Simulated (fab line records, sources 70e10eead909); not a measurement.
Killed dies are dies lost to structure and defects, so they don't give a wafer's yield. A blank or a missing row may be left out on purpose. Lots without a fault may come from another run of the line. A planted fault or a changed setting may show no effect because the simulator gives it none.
Chamber matching | flow nand_harc | NHARC_A_STAIRCASE_DESCUM_168 on rie_diel-09: 4 sister chambers
The step chemistry O2, time 3 s. 14 wafers are shown with their chamber, then 7 later ones without.

WAFERS WITH THEIR CHAMBER
wafer  | chamber | drypump_motor_current_A (A) | showerhead_plenum_p_Torr (Torr) | oes_product_au (a.u.)
L075.3 | 2       | 5.8                         | 1.81                            | 1.013
L075.4 | 3       | 5.6                         | 1.92                            | 1.010
L075.5 | 3       | 5.6                         | 1.92                            | 0.993
L081.2 | 0       | 6.1                         | 1.94                            | 0.994
L081.4 | 2       | 5.8                         | 1.81                            | 1.005
L081.5 | 3       | 5.5                         | 1.91                            | 0.987
L083.1 | 0       | 6.1                         | 1.94                            | 0.987
L083.4 | 1       | 5.5                         | 1.92                            | 1.003
L083.5 | 3       | 5.5                         | 1.91                            | 0.993
L084.2 | 3       | 5.6                         | 1.90                            | 0.993
L084.3 | 1       | 5.5                         | 1.92                            | 1.010
L084.5 | 2       | 5.8                         | 1.81                            | 1.007
L089.2 | 0       | 6.1                         | 1.93                            | 0.999
L089.3 | 1       | 5.5                         | 1.91                            | 0.993

SIGNATURES (means of the wafers above)
reading                  | chamber 0 | chamber 1 | chamber 2 | chamber 3 | scatter within a chamber
drypump_motor_current_A  | 6.100     | 5.500     | 5.800     | 5.560     | 0.0346
showerhead_plenum_p_Torr | 1.9367    | 1.9167    | 1.8100    | 1.9120    | 0.00643
oes_product_au           | 0.99333   | 1.00200   | 1.00833   | 0.99520   | 0.00744
Rule: a wafer's distance from a chamber is the root of the sum, over the readings, of the square of ((its reading less the chamber's mean) divided by the reading's scatter). The wafer belongs to the nearest chamber; if the next one is less than 2 further off, it can't be placed. The scatter: the root of (the sum of the squares of (reading less its chamber's mean) over the shown wafers, divided by (wafers less chambers)).

WAFERS WITHOUT THEIR CHAMBER
wafer  | drypump_motor_current_A (A) | showerhead_plenum_p_Torr (Torr) | oes_product_au (a.u.)
L089.6 | 5.8                         | 1.80                            | 1.007
L094.1 | 5.8                         | 1.80                            | 1.020
L094.4 | 6.1                         | 1.92                            | 1.002
L094.6 | 5.5                         | 1.90                            | 1.008
L096.3 | 5.5                         | 1.91                            | 0.994
L096.4 | 6.1                         | 1.92                            | 0.982
L096.5 | 5.8                         | 1.80                            | 0.991

WHICH CHAMBER EACH WENT THROUGH
wafer  | from the rows above     | in truth
L089.6 | 2                       | 2
L094.1 | 2                       | 2
L094.4 | 0                       | 0
L094.6 | can't be placed: 1 or 3 | 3
L096.3 | can't be placed: 1 or 3 | 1
L096.4 | 0                       | 0
L096.5 | 2                       | 2
Placed correctly: 5 of 7. Can't be placed from these rows: 2 (the true chamber is among the candidates in 2). Placed wrongly: 0.
